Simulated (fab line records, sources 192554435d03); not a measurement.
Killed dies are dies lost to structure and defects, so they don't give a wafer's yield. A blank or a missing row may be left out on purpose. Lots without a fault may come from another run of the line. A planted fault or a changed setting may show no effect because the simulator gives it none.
Split-lot experiment | flow n5_finfet | 7 lots, 21 wafers read, on a route of 1938 steps

THE SPLIT
At N5_BEOL_M1_ETCH_64 (etches SOC in N2/H2, target depth 75 nm, overetch 15 nm, time 112.5 s), the setting time_s was moved away from the recipe's 112.5 s on 3 of the 21 wafers read, by +9.2% to +21.2%. The other wafers ran this setting at the recipe's value.

FROM THE SPLIT TO THE READING: what the file shows between them, 3 steps
- N5_BEOL_M1_STRIP_65: strips in N2/H2
- N5_BEOL_M1_STRIP_75: strips in N2/H2
- N5_BEOL_M1_STRIP_66: strips in CF4

THE READING
etch.depth_nm (the simulator's own value, which no gauge read), in nm, at N5_BEOL_M1_HM_OPEN_17 (chemistry Cl2/BCl3, target TiN, target depth 20 nm, overetch 6 nm). The file gives no usual value for it. The 18 wafers here that ran the recipe average 19.90 nm, standard deviation 0.18 nm.

wafer  | tool, chamber at the split | time_s as run, s | against the recipe | etch.depth_nm, nm | against lot-mates on the recipe
L078.1 | rie_diel-03, 2,1           | 112.5            | recipe             | 20.09             | -
L078.3 | rie_diel-03, 2,1           | 112.5            | recipe             | 20.01             | -
L078.5 | rie_diel-03, 3             | 112.5            | recipe             | 19.93             | -
L081.1 | rie_diel-02, 2             | 112.5            | recipe             | 19.75             | -
L081.2 | rie_diel-02, 1,3           | 112.5            | recipe             | 19.6              | -
L081.5 | rie_diel-02, 1,3           | 112.5            | recipe             | 19.86             | -
L088.3 | rie_diel-01, 3             | 112.5            | recipe             | 19.77             | -
L088.5 | rie_diel-01, 2,1           | 112.5            | recipe             | 19.73             | -
L088.6 | rie_diel-01, 2,1           | 112.5            | recipe             | 19.76             | -
L093.3 | rie_diel-01, 2             | 112.5            | recipe             | 20.07             | -
L093.5 | rie_diel-01, 3             | 112.5            | recipe             | 20.27             | -
L093.6 | rie_diel-01, 2             | 112.5            | recipe             | 19.75             | -
L094.1 | rie_diel-02, 1             | 122.9            | +9.2%              | 18.9              | -0.90
L094.2 | rie_diel-02, 2,0           | 112.5            | recipe             | 19.78             | -
L094.6 | rie_diel-02, 2,0           | 112.5            | recipe             | 19.81             | -
L096.1 | rie_diel-02, 2             | 112.5            | recipe             | 20.07             | -
L096.2 | rie_diel-02, 1             | 136.4            | +21.2%             | 17.5              | -2.57
L096.6 | rie_diel-02, 0             | 136.4            | +21.2%             | 17.53             | -2.54
L097.1 | rie_diel-01, 3,0,3         | 112.5            | recipe             | 19.86             | -
L097.5 | rie_diel-01, 3,0,3         | 112.5            | recipe             | 19.86             | -
L097.2 | rie_diel-01, 3,0,3         | 112.5            | recipe             | 20.21             | -
Where a row lists several chambers, the file gives one row for several wafers and doesn't say which wafer went through which chamber.

THE FIT
A straight line over all 21 wafers: etch.depth_nm changes by -0.112 nm for each +1% of time_s; r = -0.97; the points scatter about the line by 0.17 nm.
The same after taking each lot's own level away (the mean of its wafers on the recipe; 21 wafers): -0.119 nm for each +1%; r = -0.99; scatter 0.13 nm.
On that fit, the largest move of time_s shifts the reading by 2.5 nm.
The lots' own levels span 19.737 to 20.070 nm, that is 1.9 times the standard deviation above.
So the lot-to-lot level changes the slope little: the two slopes agree.
Check: with one of the wafers moved furthest among these (+21.2%) left out of the fit, the line predicts -2.46 nm for it against its lot-mates. It came out at -2.57 nm against them.

OTHER SPLITS ON THESE WAFERS
These wafers also went through other splits before the reading. Each is held against what the fit with the lots' levels taken away leaves over:
other split on the same wafers            | wafers away from the commonest value | r with etch.depth_nm (lot level and that fit taken away)
N5_MOL_CONTACT_COAG_EXPOSE_81 dose_mj     | 6                                    | -0.18
N5_MOL_CONTACT_COAG_EXPOSE_37 dose_mj     | 4                                    | -0.11
N5_MOL_CONTACT_COAG_ETCHBACK_134 time_s   | 6                                    | +0.04
N5_BEOL_M0_TRENCH_ETCH_107 target_depth_a | 6                                    | +0.25
N5_BEOL_M0_ETCH_109 bias_w                | 5                                    | -0.02

THE WHOLE CHAIN: every reading that the file lists as answering this split, in the file's order
step                  | what it does                                                          | reading                                                                          | change (the file's fit)                | r (the file's)
N5_BEOL_M1_ETCH_64    | etches SOC in N2/H2, target depth 75 nm, overetch 15 nm, time 112.5 s | SiARC_of_BEOL_M1_COAT_62.thk_nm (the simulator's own value, which no gauge read) | -0.0504 nm for each +1% of the setting | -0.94
N5_BEOL_M1_HM_OPEN_17 | chemistry Cl2/BCl3, target TiN, target depth 20 nm, overetch 6 nm     | etch.depth_nm (the simulator's own value, which no gauge read)                   | -0.117 nm for each +1% of the setting  | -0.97

THE FILE'S OWN FIT
etch.depth_nm changes by -0.117 nm for each +1% of time_s, r = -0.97.
